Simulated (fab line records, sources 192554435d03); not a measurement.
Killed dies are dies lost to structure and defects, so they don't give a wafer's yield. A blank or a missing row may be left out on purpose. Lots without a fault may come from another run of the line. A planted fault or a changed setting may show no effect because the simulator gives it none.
A sampling plan put to the test | flow n5_finfet | one fab line, 35 faults that these records tell of, each judged on the records of the lots that it struck; 2 more are left out, because the records don't allow judging them
The plan is the line's own looks: the steps of the route at which a gauge or an inspection reads the wafer and doesn't change it. A look can be judged if struck wafers have a number there and the file gives its usual mean and standard deviation on fault-free wafers. Caught: at a look after the fault's first step, the mean of the struck wafers lies 4 or more of those standard deviations (sigma) from the usual mean. On the tool: the same test on the tool's own readings at the fault's steps. Another recipe on the struck wafers, or a record that is blank for them alone, also counts as caught.

THE FAULTS, as the simulator had put them in
1. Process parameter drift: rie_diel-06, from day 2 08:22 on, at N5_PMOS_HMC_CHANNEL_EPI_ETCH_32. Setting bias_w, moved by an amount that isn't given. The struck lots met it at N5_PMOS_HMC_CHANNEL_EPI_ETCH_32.
2. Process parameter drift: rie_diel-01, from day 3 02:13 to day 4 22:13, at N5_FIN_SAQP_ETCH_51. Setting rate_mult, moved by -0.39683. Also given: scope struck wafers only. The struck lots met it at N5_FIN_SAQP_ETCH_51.
3. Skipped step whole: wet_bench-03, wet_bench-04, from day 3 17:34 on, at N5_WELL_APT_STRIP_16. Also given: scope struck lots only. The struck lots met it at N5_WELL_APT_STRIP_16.
4. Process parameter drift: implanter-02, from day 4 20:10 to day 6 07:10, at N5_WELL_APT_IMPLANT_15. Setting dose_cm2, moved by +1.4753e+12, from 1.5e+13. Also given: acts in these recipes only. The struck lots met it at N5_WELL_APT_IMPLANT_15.
5. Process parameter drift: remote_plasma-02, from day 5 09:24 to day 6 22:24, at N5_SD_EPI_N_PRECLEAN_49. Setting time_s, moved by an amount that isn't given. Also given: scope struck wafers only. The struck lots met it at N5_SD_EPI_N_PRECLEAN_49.
6. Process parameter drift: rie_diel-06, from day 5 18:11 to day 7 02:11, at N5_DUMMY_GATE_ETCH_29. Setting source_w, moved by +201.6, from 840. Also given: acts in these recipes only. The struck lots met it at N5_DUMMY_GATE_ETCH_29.
7. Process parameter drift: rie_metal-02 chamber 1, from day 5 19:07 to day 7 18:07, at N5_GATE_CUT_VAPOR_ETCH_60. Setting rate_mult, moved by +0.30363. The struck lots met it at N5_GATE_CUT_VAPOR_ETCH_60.
8. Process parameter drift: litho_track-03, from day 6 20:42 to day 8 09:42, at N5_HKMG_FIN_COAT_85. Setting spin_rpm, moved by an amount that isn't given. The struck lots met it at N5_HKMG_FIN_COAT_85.
9. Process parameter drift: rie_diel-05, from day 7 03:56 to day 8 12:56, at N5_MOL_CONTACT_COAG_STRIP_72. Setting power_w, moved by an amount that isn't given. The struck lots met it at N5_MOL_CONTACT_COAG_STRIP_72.
10. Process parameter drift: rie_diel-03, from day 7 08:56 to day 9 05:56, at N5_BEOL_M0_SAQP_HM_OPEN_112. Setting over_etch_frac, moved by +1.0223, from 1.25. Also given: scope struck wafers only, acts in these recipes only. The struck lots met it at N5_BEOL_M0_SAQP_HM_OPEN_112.
11. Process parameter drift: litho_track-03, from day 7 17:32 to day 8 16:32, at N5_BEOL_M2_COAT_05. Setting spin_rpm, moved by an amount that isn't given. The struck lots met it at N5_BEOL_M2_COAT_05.
12. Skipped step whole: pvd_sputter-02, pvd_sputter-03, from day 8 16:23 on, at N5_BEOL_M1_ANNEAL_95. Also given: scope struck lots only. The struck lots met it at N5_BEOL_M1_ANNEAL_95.
13. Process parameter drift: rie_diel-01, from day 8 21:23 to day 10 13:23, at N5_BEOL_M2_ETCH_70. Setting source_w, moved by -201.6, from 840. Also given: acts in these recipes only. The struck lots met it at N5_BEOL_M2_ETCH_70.
14. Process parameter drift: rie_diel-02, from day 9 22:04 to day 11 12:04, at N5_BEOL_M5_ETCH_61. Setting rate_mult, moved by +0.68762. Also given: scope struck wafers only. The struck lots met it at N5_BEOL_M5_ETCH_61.
15. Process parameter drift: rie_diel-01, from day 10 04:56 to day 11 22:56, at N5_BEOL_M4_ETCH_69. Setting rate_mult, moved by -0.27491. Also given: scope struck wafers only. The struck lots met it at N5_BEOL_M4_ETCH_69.
16. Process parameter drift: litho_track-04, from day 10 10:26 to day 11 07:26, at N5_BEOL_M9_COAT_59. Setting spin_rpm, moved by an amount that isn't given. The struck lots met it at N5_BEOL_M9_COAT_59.
17. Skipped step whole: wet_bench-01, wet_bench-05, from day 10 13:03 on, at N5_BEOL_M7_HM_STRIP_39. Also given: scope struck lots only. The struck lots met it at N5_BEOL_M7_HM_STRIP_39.
18. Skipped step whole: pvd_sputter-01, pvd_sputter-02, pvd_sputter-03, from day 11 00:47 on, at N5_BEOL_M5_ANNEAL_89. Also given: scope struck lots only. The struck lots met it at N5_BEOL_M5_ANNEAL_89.
19. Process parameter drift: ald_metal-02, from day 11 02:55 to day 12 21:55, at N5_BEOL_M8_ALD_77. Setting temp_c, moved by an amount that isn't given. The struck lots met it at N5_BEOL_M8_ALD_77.
20. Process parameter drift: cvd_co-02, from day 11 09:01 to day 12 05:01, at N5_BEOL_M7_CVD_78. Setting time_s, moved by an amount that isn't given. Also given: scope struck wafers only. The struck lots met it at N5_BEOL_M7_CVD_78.
21. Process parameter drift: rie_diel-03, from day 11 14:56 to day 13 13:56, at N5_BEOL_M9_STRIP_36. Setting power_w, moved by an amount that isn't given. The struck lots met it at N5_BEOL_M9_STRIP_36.
22. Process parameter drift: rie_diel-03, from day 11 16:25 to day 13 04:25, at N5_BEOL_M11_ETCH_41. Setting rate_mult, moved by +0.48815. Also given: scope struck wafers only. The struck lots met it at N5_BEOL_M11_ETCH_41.
23. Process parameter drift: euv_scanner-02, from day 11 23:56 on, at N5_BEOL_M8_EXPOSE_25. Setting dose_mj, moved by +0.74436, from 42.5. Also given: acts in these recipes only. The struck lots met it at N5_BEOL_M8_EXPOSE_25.
24. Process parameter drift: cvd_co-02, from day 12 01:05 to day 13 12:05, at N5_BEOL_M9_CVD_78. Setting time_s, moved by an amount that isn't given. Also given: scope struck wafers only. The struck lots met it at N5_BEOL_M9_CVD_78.
25. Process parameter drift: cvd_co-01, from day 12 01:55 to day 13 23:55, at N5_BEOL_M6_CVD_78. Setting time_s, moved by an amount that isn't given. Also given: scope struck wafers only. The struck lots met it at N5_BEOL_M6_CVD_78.
26. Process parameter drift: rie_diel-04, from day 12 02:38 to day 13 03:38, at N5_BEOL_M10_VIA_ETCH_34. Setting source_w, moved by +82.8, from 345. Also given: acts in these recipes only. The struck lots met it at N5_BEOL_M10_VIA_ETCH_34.
27. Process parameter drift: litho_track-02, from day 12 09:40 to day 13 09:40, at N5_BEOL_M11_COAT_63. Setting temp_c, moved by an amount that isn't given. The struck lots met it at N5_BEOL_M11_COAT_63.
28. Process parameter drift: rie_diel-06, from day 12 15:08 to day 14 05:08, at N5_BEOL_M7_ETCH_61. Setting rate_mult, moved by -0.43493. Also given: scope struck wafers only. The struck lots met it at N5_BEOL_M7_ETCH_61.
29. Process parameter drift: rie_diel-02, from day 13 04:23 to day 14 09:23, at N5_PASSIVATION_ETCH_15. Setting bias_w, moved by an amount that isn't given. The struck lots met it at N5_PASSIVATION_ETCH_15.
30. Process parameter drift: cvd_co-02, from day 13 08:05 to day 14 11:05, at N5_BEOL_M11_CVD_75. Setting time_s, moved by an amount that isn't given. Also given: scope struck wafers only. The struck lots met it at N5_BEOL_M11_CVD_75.
31. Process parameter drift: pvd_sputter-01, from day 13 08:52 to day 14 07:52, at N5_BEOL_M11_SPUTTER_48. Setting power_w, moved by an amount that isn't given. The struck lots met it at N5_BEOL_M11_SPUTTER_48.
32. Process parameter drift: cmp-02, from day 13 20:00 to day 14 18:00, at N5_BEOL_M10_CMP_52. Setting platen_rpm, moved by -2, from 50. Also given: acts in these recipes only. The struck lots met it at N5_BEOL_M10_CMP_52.
33. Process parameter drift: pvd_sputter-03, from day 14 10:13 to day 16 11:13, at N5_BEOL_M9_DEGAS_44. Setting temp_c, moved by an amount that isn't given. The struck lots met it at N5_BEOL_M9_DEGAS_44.
34. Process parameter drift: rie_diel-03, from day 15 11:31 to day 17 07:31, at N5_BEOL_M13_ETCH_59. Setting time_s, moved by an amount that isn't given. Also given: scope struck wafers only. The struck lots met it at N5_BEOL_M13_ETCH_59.
35. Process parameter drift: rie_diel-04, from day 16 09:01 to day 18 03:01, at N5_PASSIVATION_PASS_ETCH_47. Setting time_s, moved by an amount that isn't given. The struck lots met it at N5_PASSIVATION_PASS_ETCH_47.

WHAT THE PLAN SAW
fault | on the tool itself                               | first look that catches it                   | reading, sigma       | median hours from its first step to that look | hours from the fault's start to the first struck lot there | judged looks passed uncaught
1     | bias_w +99 or beyond sigma                       | no look after it can be judged               | -                    | -                                             | -                                                          | 0
2     | etch_rf_on_time_s +19 sigma                      | not the one look that can be judged after it | -                    | -                                             | -                                                          | 1
3     | no reading that can be judged                    | N5_BEOL_M4_RC_MEAS_101                       | IOFF_N +99 or beyond | 153.2                                         | 156                                                        | 0
4     | dose_ions_cm2 +99 or beyond sigma                | not the one look that can be judged after it | -                    | -                                             | -                                                          | 1
5     | only faintly: rf_power_w +2.2 sigma              | not the one look that can be judged after it | -                    | -                                             | -                                                          | 1
6     | rf_fwd_power_W +71 sigma                         | not the one look that can be judged after it | -                    | -                                             | -                                                          | 1
7     | only faintly: oes_product_au +2.5 sigma          | not the one look that can be judged after it | -                    | -                                             | -                                                          | 1
8     | spin_speed_rpm -39 sigma                         | not the one look that can be judged after it | -                    | -                                             | -                                                          | 1
9     | power_w -34 sigma                                | not the one look that can be judged after it | -                    | -                                             | -                                                          | 1
10    | under 2 sigma                                    | not the one look that can be judged after it | -                    | -                                             | -                                                          | 1
11    | spin_speed_rpm +48 sigma                         | not the one look that can be judged after it | -                    | -                                             | -                                                          | 1
12    | the tool's record is blank for the struck wafers | not the one look that can be judged after it | -                    | -                                             | -                                                          | 1
13    | rf_fwd_power_W -77 sigma                         | not the one look that can be judged after it | -                    | -                                             | -                                                          | 1
14    | etch_rf_on_time_s -11 sigma                      | no look after it can be judged               | -                    | -                                             | -                                                          | 0
15    | etch_rf_on_time_s +12 sigma                      | not the one look that can be judged after it | -                    | -                                             | -                                                          | 1
16    | spin_speed_rpm +99 or beyond sigma               | not the one look that can be judged after it | -                    | -                                             | -                                                          | 1
17    | the tool's record is blank for the struck wafers | no look after it can be judged               | -                    | -                                             | -                                                          | 0
18    | the tool's record is blank for the struck wafers | no look after it can be judged               | -                    | -                                             | -                                                          | 0
19    | susceptor_temp_C -91 sigma                       | no look after it can be judged               | -                    | -                                             | -                                                          | 0
20    | run_length_s -99 or beyond sigma                 | no look after it can be judged               | -                    | -                                             | -                                                          | 0
21    | power_w -22 sigma                                | no look after it can be judged               | -                    | -                                             | -                                                          | 0
22    | oes_product_au +4.1 sigma                        | no look after it can be judged               | -                    | -                                             | -                                                          | 0
23    | exposure_dose_mJ_cm2 +12 sigma                   | no look after it can be judged               | -                    | -                                             | -                                                          | 0
24    | run_length_s +6.0 sigma                          | not the one look that can be judged after it | -                    | -                                             | -                                                          | 1
25    | run_length_s +6.6 sigma                          | not the one look that can be judged after it | -                    | -                                             | -                                                          | 1
26    | rf_fwd_power_W +69 sigma                         | not the one look that can be judged after it | -                    | -                                             | -                                                          | 1
27    | plate_temp_C -44 sigma                           | no look after it can be judged               | -                    | -                                             | -                                                          | 0
28    | etch_rf_on_time_s +19 sigma                      | no look after it can be judged               | -                    | -                                             | -                                                          | 0
29    | bias_w +54 sigma                                 | no look after it can be judged               | -                    | -                                             | -                                                          | 0
30    | run_length_s -7.8 sigma                          | no look after it can be judged               | -                    | -                                             | -                                                          | 0
31    | cathode_dc_power_W +99 or beyond sigma           | no look after it can be judged               | -                    | -                                             | -                                                          | 0
32    | platen_rpm -62 sigma                             | no look after it can be judged               | -                    | -                                             | -                                                          | 0
33    | susceptor_temp_C -45 sigma                       | no look after it can be judged               | -                    | -                                             | -                                                          | 0
34    | run_length_s -7.3 sigma                          | no look after it can be judged               | -                    | -                                             | -                                                          | 0
35    | run_length_s +54 sigma                           | no look after it can be judged               | -                    | -                                             | -                                                          | 0
A dash: the fault isn't caught, or these records don't give the number.

Caught at a look: 1 of 35. Caught on the tool: 31 of 35. By one or the other: 32 of 35.
Caught on the tool alone: faults 1, 2, 4, 6, 8, 9, 11, 12, 13, 14, 15, 16, 17, 18, 19, 20, 21, 22, 23, 24, 25, 26, 27, 28, 29, 30, 31, 32, 33, 34, 35.
Caught at a look alone: fault 3.
Caught by neither: faults 5, 7, 10.

THINNER SAMPLING
If the look that catches a fault measured only every second or every third lot, by lot number, the first struck lot would be measured this late in the worst case:
fault | struck lots at that look, in order of time | every lot | every second lot | every third lot
3     | L219, L218, L220                           | 156 h     | 156 h            | 174 h
Hours are from the fault's start to the first struck lot that is measured. The limit of 4 sigma was tested on all struck wafers together, so one lot alone may lie under it. Other struck lots may not be in these records.

THE LONGEST TIMED WAY FROM STEP TO LOOK
Fault 3: a median of 153.2 hours passes between N5_WELL_APT_STRIP_16 and N5_BEOL_M4_RC_MEAS_101. No look between them can be judged.
